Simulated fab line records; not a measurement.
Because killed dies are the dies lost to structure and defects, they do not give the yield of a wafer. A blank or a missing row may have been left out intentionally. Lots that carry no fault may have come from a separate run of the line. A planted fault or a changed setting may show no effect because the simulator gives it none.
fab line records	flow nand_harc
[record] lots = 13	wafers = 39	last_day = 26
route steps=1159 shown P_GATE@197
lots that met no fault: from a run of the same line without faults
start_h: the number of hours between the record's first day and the start of the first shown wafer of the lot	wait_h: hours since the lot's step before	" the same as in the row above	L1.1+2: several wafers, shown together as one row	- no value, or no start was given	* or withheld: withheld	< > ~ a bound
route shown NAME@n: names a module that has steps shown in the file, with the first one's number in the route	usual: mean/standard deviation of fault-free wafers	same: alike in all rows	chamber/n: place in a boat	sites: per-site readings	_std_site: standard deviation of those values	_edge_site: mean of outer sites minus mean of inner sites	radius_mm: how far each site lies from the wafer's centre	mask NAME#n: copy n	behind: the tool/chamber that last shaped the wafer	hold: the reason the lot was held/the length of the hold in hours/how it ended	device: the transistor (n, p or np) that didn't switch	end of line: at the end of the route, the tests of the same wafers	a step with no rows: only its recipe	killed: the dies lost at the first sort to structure and to defects; this is not the yield of the wafer	map: dies across one wafer; x = killed, . = not, _ = none there
set.NAME: the run value of the setting; set.NAME@STEP: its run value at that earlier step	model.NAME: the simulator's own value behind a step, which no gauge read
steps of the route over a sample of lots; a table a step, a row a wafer
services: a tool's chamber out of use, with start hour (start_h, from the record's first day; less than 0 if before it), hours out, and reason
[[steps]]
[step NHARC_P_GATE_EXPOSE_88]
[recipe] na = 0.6	target_cd_nm = 2000	dose_mj = 11.87	mask_id = P_HVN
lot.wafer	tool	chamber	start_h	wait_h	mask
L855.3+4+6	krf_scanner-04	0	111.63	-	P_HVN#0
L857.1+2+3	krf_scanner-04	0	119.41	-	P_HVN#0
L856.1+2+4	krf_scanner-04	0	122.06	-	P_HVN#0
L858.2+4+6	krf_scanner-03	0	126.48	-	P_HVN#0
L859.1+2+4	krf_scanner-04	0	135.49	-	P_HVN#0
L862.1+2+3	krf_scanner-04	0	151.69	-	P_HVN#0
L864.2+3+5	krf_scanner-01	0	160.04	-	P_HVN#0
L868.1+5+6	krf_scanner-01	0	182.03	-	P_HVN#0
L865.4+5+6	krf_scanner-03	0	182.32	-	P_HVN#0
L869.2+3+5	krf_scanner-03	0	196.16	-	P_HVN#0
L874.3+4+5	krf_scanner-03	0	225.53	-	P_HVN#0
L876.1+2+3	krf_scanner-01	0	235.73	-	P_HVN#0
L877.2+3+6	krf_scanner-01	0	242.34	-	P_HVN#0
[step NHARC_P_GATE_CD_MEAS_91]
[recipe] target_cd_nm = 2000	landing_energy_ev = 500
[usual] cd_nm = 1998.7/1.3
lot.wafer	tool	chamber	start_h	wait_h	cd_nm
L855.3	cd_sem-02	0	111.78	-	1997.3
L855.4	"	0	"	"	1998.3
L855.6	"	0	"	"	1999.3
L857.1	cd_sem-01	0	119.56	-	1998.3
L857.2	"	0	"	"	1997.3
L857.3	"	0	"	"	1997.7
L856.1	cd_sem-01	0	122.22	-	1998.5
L856.2	"	0	"	"	2000.7
L856.4	"	0	"	"	1998.7
L858.2	cd_sem-02	0	126.63	-	1999.8
L858.4	"	0	"	"	2001.2
L858.6	"	0	"	"	1999.2
L859.1	cd_sem-01	0	135.65	-	1999.5
L859.2	"	0	"	"	1999.6
L859.4	"	0	"	"	1998.3
L862.1	cd_sem-03	0	151.85	-	1998.2
L862.2	"	0	"	"	1997.9
L862.3	"	0	"	"	1998.0
L864.2	cd_sem-02	0	160.20	-	1998.3
L864.3	"	0	"	"	1998.1
L864.5	"	0	"	"	1998.0
L868.1	cd_sem-03	0	182.19	-	1997.6
L868.5	"	0	"	"	1998.1
L868.6	"	0	"	"	1998.8
L865.4	cd_sem-01	0	182.47	-	1998.9
L865.5	"	0	"	"	1999.7
L865.6	"	0	"	"	1999.4
L869.2	cd_sem-03	0	196.32	-	2003.3
L869.3	"	0	"	"	2003.8
L869.5	"	0	"	"	2000.8
L874.3	cd_sem-03	0	225.68	-	2003.0
L874.4	"	0	"	"	1997.6
L874.5	"	0	"	"	1997.2
L876.1	cd_sem-03	0	235.89	-	1999.9
L876.2	"	0	"	"	1997.2
L876.3	"	0	"	"	1998.0
L877.2	cd_sem-01	0	242.49	-	1999.7
L877.3	"	0	"	"	1999.2
L877.6	"	0	"	"	1999.6
[step NHARC_P_GATE_DESCUM_93]
[recipe] time_s = 3	o2_flow_sccm = 200	ar_flow_sccm = 0	bias_power_w = 0	chemistry = O2
[usual] drypump_motor_current_A = 5.7/0.51	oes_product_au = 1.001/0.011	rf_vpp_V = 57.8/0.87	showerhead_plenum_p_Torr = 1.93/0.078	throttle_valve_pct = 11.311/0.0093
lot.wafer	tool	chamber	start_h	wait_h	drypump_motor_current_A	oes_product_au	rf_hours_counter_h	rf_vpp_V	showerhead_plenum_p_Torr	throttle_valve_pct
L855.3	rie_diel-06	3	111.96	-	6.3	1.004	12	57.2	1.85	11.327
L855.4	"	0	"	"	4.9	1.024	12	58.4	1.84	11.308
L855.6	"	2	"	"	5.7	1.012	-	57.8	2.04	11.311
L857.3	rie_diel-06	1	119.75	-	6.0	0.990	14	57.1	1.96	11.315
L857.1	"	2	"	"	5.8	1.012	14	57.6	2.04	11.316
L857.2	"	3	"	"	6.3	0.991	14	58.2	1.85	11.303
L856.2	rie_diel-06	1	122.38	-	6.0	0.998	14	58.7	1.96	11.303
L856.4	"	3	"	"	6.4	1.005	14	57.9	1.85	11.328
L856.1	"	0	"	"	4.9	1.013	14	58.6	1.84	11.308
L858.4	rie_diel-06	1	126.79	-	6.0	0.998	15	57.7	1.96	11.322
L858.2	"	3	"	"	6.4	1.005	14	57.5	1.85	11.314
L858.6	"	2	"	"	5.8	1.010	-	58.4	2.04	11.294
L859.1	rie_diel-13	2	135.81	-	5.9	1.000	11	56.9	2.00	11.317
L859.2	"	3	"	"	5.0	0.998	11	57.9	2.02	11.300
L859.4	"	1	"	"	6.4	0.988	9	58.3	1.95	11.307
L862.2	rie_diel-06	3	152.02	-	6.3	0.991	18	57.3	1.85	11.306
L862.1	"	0	"	"	4.9	1.013	18	56.6	1.83	11.312
L862.3	"	1	"	"	6.0	0.985	18	57.2	1.96	11.315
L864.2	rie_diel-09	1	160.36	-	5.7	1.008	26	57.2	1.99	11.310
L864.3	"	3	"	"	4.8	1.003	25	58.5	1.95	11.299
L864.5	"	1	"	"	5.7	1.006	-	58.6	1.99	11.312
L868.1	rie_diel-06	0	182.37	-	4.9	1.023	26	57.2	1.83	11.305
L868.6	"	3	"	"	6.3	0.999	-	57.8	1.85	11.328
L868.5	"	0	"	"	4.9	1.010	-	58.3	1.83	11.316
L865.4	rie_diel-13	3	182.66	-	5.0	0.995	30	56.5	2.01	11.302
L865.5	"	0	"	"	6.1	1.001	-	57.3	1.79	11.305
L865.6	"	1	"	"	6.4	1.002	-	59.2	1.94	11.311
L869.3	rie_diel-06	2	196.50	-	5.7	1.003	26	57.2	2.03	11.307
L869.2	"	3	"	"	6.3	1.003	26	56.9	1.85	11.318
L869.5	"	1	"	"	6.0	0.980	-	58.0	1.96	11.329
L874.3	rie_diel-06	1	225.84	-	6.0	0.978	32	58.0	1.96	11.311
L874.4	"	3	"	"	6.3	1.017	31	57.5	1.85	11.311
L874.5	"	2	"	"	5.8	0.998	-	57.9	2.03	11.319
L876.3	rie_diel-06	2	236.06	-	5.8	1.013	33	58.5	2.03	11.305
L876.1	"	3	"	"	6.4	1.003	32	57.0	1.85	11.332
L876.2	"	0	"	"	4.9	1.013	32	58.8	1.83	11.302
L877.2	rie_diel-09	1	242.65	-	5.8	0.989	59	59.4	1.98	11.315
L877.3	"	2	"	"	5.7	0.990	60	57.3	1.95	11.294
L877.6	"	2	"	"	5.7	1.004	-	58.3	1.95	11.320
[step NHARC_P_GATE_DEGAS_109]
[recipe] temp_c = 300	time_s = 60
[usual] heater_power_w = 492/56
lot.wafer	tool	chamber	start_h	wait_h	heater_power_w
L855.3	pvd_sputter-03	-	113.89	0.1	504
L855.4	"	-	"	"	525
L855.6	"	-	"	"	497
L857.1	pvd_sputter-01	-	121.84	0.1	492
L857.2	"	-	"	"	469
L857.3	"	-	"	"	459
L856.1	pvd_sputter-01	-	124.33	0.1	466
L856.2	"	-	"	"	510
L856.4	"	-	"	"	484
L858.2	pvd_sputter-01	-	128.74	0.1	507
L858.4	"	-	"	"	484
L858.6	"	-	"	"	501
L859.4	pvd_sputter-03	-	137.76	0.1	478
L859.2	"	-	"	"	534
L859.1	"	-	"	"	528
L862.1	pvd_sputter-03	-	154.06	0.1	477
L862.2	"	-	"	"	518
L862.3	"	-	"	"	509
L864.3	pvd_sputter-03	-	162.50	0.2	521
L864.2	"	-	"	"	530
L864.5	"	-	"	"	508
L868.1	pvd_sputter-02	-	184.35	0.1	360
L868.5	"	-	"	"	497
L868.6	"	-	"	"	669
L865.4	pvd_sputter-01	-	185.11	0.1	467
L865.6	"	-	"	"	457
L865.5	"	-	"	"	460
L869.2	pvd_sputter-01	-	198.45	0.1	455
L869.3	"	-	"	"	493
L869.5	"	-	"	"	464
L874.3	pvd_sputter-02	-	227.82	0.1	663
L874.4	"	-	"	"	453
L874.5	"	-	"	"	449
L876.3	pvd_sputter-03	-	238.01	0.1	506
L876.2	"	-	"	"	518
L876.1	"	-	"	"	484
L877.3	pvd_sputter-02	-	244.85	0.1	365
L877.2	"	-	"	"	658
L877.6	"	-	"	"	371
[step NHARC_P_GATE_RTA_82]
[recipe] temp_c = 450	time_s = 30
[usual] lamp_power_pct = 3.74/0.12	wafer_temp_C_max = 452.3/0.73
lot.wafer	tool	chamber	start_h	wait_h	lamp_power_pct	wafer_temp_C_max
L855.3	rtp_anneal-02	0	115.05	-	3.62	452.6
L855.4	"	0	"	"	3.61	452.6
L855.6	"	0	"	"	3.62	453.1
L857.1	rtp_anneal-01	0	122.60	-	3.87	451.9
L857.2	"	0	"	"	3.86	451.1
L857.3	"	0	"	"	3.86	451.2
L856.1	rtp_anneal-01	0	125.08	-	3.87	453.1
L856.2	"	0	"	"	3.86	452.2
L856.4	"	0	"	"	3.86	452.2
L858.2	rtp_anneal-02	0	129.57	-	3.61	453.5
L858.4	"	0	"	"	3.62	453.1
L858.6	"	0	"	"	3.61	452.8
L859.1	rtp_anneal-01	0	138.52	-	3.86	452.0
L859.2	"	0	"	"	3.86	452.1
L859.4	"	0	"	"	3.87	452.3
L862.1	rtp_anneal-02	0	154.82	-	3.61	452.9
L862.2	"	0	"	"	3.61	453.2
L862.3	"	0	"	"	3.61	453.1
L864.2	rtp_anneal-02	0	163.36	-	3.61	453.0
L864.3	"	0	"	"	3.61	452.5
L864.5	"	0	"	"	3.62	452.2
L868.1	rtp_anneal-02	0	185.09	-	3.62	452.8
L868.5	"	0	"	"	3.62	453.0
L868.6	"	0	"	"	3.61	452.3
L865.4	rtp_anneal-01	0	185.95	-	3.86	451.5
L865.5	"	0	"	"	3.86	451.7
L865.6	"	0	"	"	3.86	452.1
L869.2	rtp_anneal-01	0	199.49	-	3.86	452.5
L869.3	"	0	"	"	3.86	451.7
L869.5	"	0	"	"	3.86	452.4
L874.3	rtp_anneal-01	0	228.65	-	3.87	451.5
L874.4	"	0	"	"	3.86	451.9
L874.5	"	0	"	"	3.86	451.5
L876.1	rtp_anneal-02	0	238.85	-	3.61	453.0
L876.2	"	0	"	"	3.62	453.2
L876.3	"	0	"	"	3.62	453.7
L877.2	rtp_anneal-01	0	245.63	-	3.86	451.4
L877.3	"	0	"	"	3.86	451.5
L877.6	"	0	"	"	3.86	451.6
[[services]]
tool	chamber	start_h	hours	kind
rie_diel-06	0	97.83	-	clean
rie_diel-06	1	97.83	-	clean
rie_diel-06	2	97.83	-	clean
rie_diel-06	3	97.83	-	clean
rie_diel-13	-	99.07	9.0	pm
pvd_sputter-03	-	102.00	10.0	pm
rie_diel-06	0	122.33	-	clean
rie_diel-06	1	122.33	-	clean
rie_diel-06	2	122.33	-	clean
rie_diel-06	3	122.33	-	clean
krf_scanner-04	-	126.00	4.0	pm
krf_scanner-03	-	155.53	6.3	repair
pvd_sputter-01	-	158.00	10.0	pm
pvd_sputter-03	-	167.14	8.3	repair
krf_scanner-03	-	168.00	4.0	pm
rie_diel-09	3	178.49	5.0	repair
rie_diel-06	-	178.84	0.5	repair
rie_diel-13	3	189.06	16.4	repair
rie_diel-06	0	191.14	4.7	repair
rie_diel-13	0	195.92	2.4	repair
pvd_sputter-02	-	214.01	10.0	pm
rie_diel-06	-	216.77	1.4	repair
krf_scanner-03	-	236.22	77.1	repair
rie_diel-06	-	241.23	9.0	pm
[[key]]
[first_sign] step = NHARC_P_GATE_CD_MEAS_91	reading = cd_nm	direction = up	sigmas = 3.7	usual = 1998.7	struck = 2003.4
effect none on later readings
met_at NHARC_P_GATE_EXPOSE_88
struck_lots L869,L874
struck_wafers L869.2,L869.3,L874.3
tester_left_out L869,L874
not_acting_at NHARC_P_GATE_DESCUM_93,NHARC_P_GATE_DEGAS_109,NHARC_P_GATE_RTA_82
onset_between 182.32 196.16
[fault] kind = process_parameter_drift	tool = krf_scanner-03	chamber = -	onset_h = 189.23	steps = NHARC_P_GATE_EXPOSE_88	channel = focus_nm	offset = 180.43	shape = step	end_h = 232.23	scope = struck_wafers_only
// tester_left_out: of these lots the tester's yield and bins aren't shown, on N5 and GAA mostly nor the transistor test; their killed dies are dies lost to structure and defects alone, not to doping, threshold or leakage, so they don't give the yield
